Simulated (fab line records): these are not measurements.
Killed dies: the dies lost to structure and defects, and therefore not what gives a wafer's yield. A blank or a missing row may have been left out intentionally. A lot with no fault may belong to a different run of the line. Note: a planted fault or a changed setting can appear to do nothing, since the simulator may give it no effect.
Matching of chambers	flow n5-finfet	N5_DUMMY_GATE_STRIP_48 on rie-diel-06 has 4 sister chambers
The step strips in N2/H2, time 20 s. 8 wafers are shown with their chamber, then 9 later ones without.

== WAFERS, EACH WITH ITS CHAMBER ==
wafer	chamber	showerhead-plenum-p-Torr (Torr)	drypump-motor-current-A (A)
L079.2	0	3.46	5.6
L085.1	1	3.32	4.7
L085.5	2	3.56	5.4
L086.4	3	3.12	5.9
L086.5	2	3.55	5.4
L088.1	0	3.46	5.7
L088.3	3	3.11	5.9
L088.6	1	3.32	4.7

== WAFERS WITH NO CHAMBER GIVEN ==
wafer	showerhead-plenum-p-Torr (Torr)	drypump-motor-current-A (A)
L090.4	3.11	5.9
L090.5	3.32	4.7
L090.6	3.55	5.4
L092.2	3.45	5.7
L092.4	3.32	4.7
L092.5	3.45	5.6
L094.2	3.31	4.7
L094.4	3.11	5.9
L094.6	3.45	5.7

== WHICH CHAMBER EACH WENT THROUGH ==
wafer	from the rows above	in truth
L090.4	3	3
L090.5	1	1
L090.6	2	2
L092.2	0	0
L092.4	1	1
L092.5	0	0
L094.2	1	1
L094.4	3	3
L094.6	0	0
Placed correctly: 9 of 9. From these rows, 0 cannot be placed. Wrongly placed: 0.
How it was worked out, from the rows above alone: a wafer's distance from a chamber is the root of the sum, over the readings, of the square of ((its reading less the chamber's mean) divided by the reading's scatter). If the next closest chamber is less than 2 further off than the closest, the wafer can't be placed; otherwise it belongs to the closest. Each chamber's mean is taken over the wafers shown for it. The scatter: take each reading less its chamber's mean, square it, sum over the shown wafers, divide by the number of wafers less the number of chambers, and take the root.
